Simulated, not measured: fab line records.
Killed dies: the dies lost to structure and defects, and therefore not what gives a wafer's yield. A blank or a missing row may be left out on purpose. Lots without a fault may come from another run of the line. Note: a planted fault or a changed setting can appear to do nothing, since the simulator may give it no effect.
Struck lot and sound lot, side by side ; flow nand harc ; 27 steps out of a route of 1302
Sound: the wafers L154.2, L154.3, L154.4. Wafers struck: L150.1, L150.2, L150.4. Last of all comes the cause.
Each step with rows lists, per side, the tool, then ch with its chambers, then its first start. Under that, the readings that differ: sound wafers ; struck wafers ; difference of the means ; sigmas: that difference in standard deviations of wafers without a fault.
alike: readings with means less than 2 such deviations apart, plus words and numbers identical on both sides. not compared: withheld readings, readings lacking a value on some wafer, bounds such as >300 that could conceal the same value, and numbers that have no deviation in the record and whose values overlap.
The two part at a step that has a row with sigmas, a row that says differs or no value, or rows on one side only. Numbers that don't overlap but have no deviation are shown without sigmas and don't part them. A reading missing from all wafers of one side parts the sides only when that side holds two or more wafers.

first, 3 steps without rows for these wafers: NHARC_P_GATE_EXPOSE_08 (exposes mask P HV); NHARC_P_GATE_PEB_09 (peb time 85 s); NHARC_P_GATE_DEVELOP_10 (time 70 s).
NHARC_P_GATE_CD_MEAS_11 targets a cd of 1640 nm.
  sound on cd sem-02 ch 0, day 10 08:20; struck on cd sem-03 ch 0, day 8 19:17
  alike: cd nm
then, 1 step without rows for these wafers: NHARC_P_GATE_HARDBAKE_12 (time 80 s).
NHARC_P_GATE_DESCUM_13: chemistry O2, time 3 s.
  sound on rie diel-03 ch 1,2,3, day 10 08:29; struck on rie diel-03 ch 0,1,3, day 8 19:27
reading;sound;struck;difference;sigmas
oes product au (a.u.);1.022 1.004 0.991;0.990 0.984 0.985;-0.019;-2
rf hours counter h (h);6.9 6.3 5.4;3.5 4.2 3.8;-2.4;
throttle valve pct (%);11.312 11.315 11.329;11.301 11.297 11.299;-0.020;-2
  alike: chamber pressure mTorr, drypump motor current A, rf vpp V, showerhead plenum p Torr
then, 6 steps without rows for these wafers: NHARC_P_GATE_ETCH_14 (etches SiO2 in dHF, target depth 48.8 nm); NHARC_P_GATE_STRIP_15 (strips in SPM, time 780 s); NHARC_P_GATE_PRECLEAN_71 (cleans in SC1); NHARC_P_GATE_SRD_72; NHARC_P_GATE_OXIDE_16 (material SiO2, target thk 3 nm, ox time 392 s); NHARC_P_GATE_CVD_17 (deposits poly-Si, target thk 150 nm, time 900 s).
NHARC_P_GATE_HM_DEP_102: deposits aC, target thk 120 nm.
  sound on acl dep-01 ch 0, day 10 23:52; struck on acl dep-02 ch 0, day 9 10:56
  alike: throttle valve pct
NHARC_P_GATE_DEP_103: deposits SiON, target thk 30 nm.
  sound on pecvd-01 ch 0,2, day 11 00:27; struck on pecvd-01 ch 0,1,2, day 9 11:37
  alike: heater power w
then, 8 steps without rows for these wafers: NHARC_P_GATE_DEHYDRATE_18 (time 120 s); NHARC_P_GATE_HMDS_19 (time 30 s); NHARC_P_GATE_COAT_20 (resist thk 90 nm); NHARC_P_GATE_SOFTBAKE_21 (time 55 s); NHARC_P_GATE_EBR_22; NHARC_P_GATE_EXPOSE_23 (exposes mask P GATE, target cd 120 nm); NHARC_P_GATE_PEB_24 (peb time 65 s); NHARC_P_GATE_DEVELOP_25 (develop time 35 s).
NHARC_P_GATE_CD_MEAS_26 targets a cd of 120 nm.
  sound on cd sem-03 ch 0, day 11 01:07; struck on cd sem-03 ch 0, day 9 12:17
  alike: cd nm
NHARC_P_GATE_OVL_MEAS_27:
  struck on overlay-01, day 9 12:23; sound on overlay-01, day 11 01:12
  alike: overlay x nm, overlay y nm
NHARC_P_GATE_INSPECT_28:
  struck on defect inspect-01, day 9 12:25; sound on defect inspect-01, day 11 01:14
reading;sound;struck;difference;sigmas
raw defect count;7 3 4;19 27 16;+16;+5
NHARC_P_GATE_DESCUM_31: chemistry O2, time 3 s.
  sound on rie diel-03 ch 0,1,2, day 11 01:17; struck on rie diel-03 ch 0,1,3, day 9 12:29
reading;sound;struck;difference;sigmas
rf hours counter h (h);5.7 7.1 5.5;4.5 4.2 3.8;-1.9;
  alike: chamber pressure mTorr, drypump motor current A, oes product au, rf vpp V, showerhead plenum p Torr, throttle valve pct
-- the record jumps here: 19 days lie between the struck wafers' starts before and after (it left off in module P_GATE and takes up again in module END, whose first step shown is number 1302 of the route) --
NHARC_END_SORT_01:
  at this point the record logs the struck wafers (prober-01 ch 0, day 28 13:44) and has no rows for the sound ones

== WHERE THEY PART ==
First at NHARC_P_GATE_DESCUM_13; last, within this record, at NHARC_END_SORT_01.

WHY: the cause the simulator had injected
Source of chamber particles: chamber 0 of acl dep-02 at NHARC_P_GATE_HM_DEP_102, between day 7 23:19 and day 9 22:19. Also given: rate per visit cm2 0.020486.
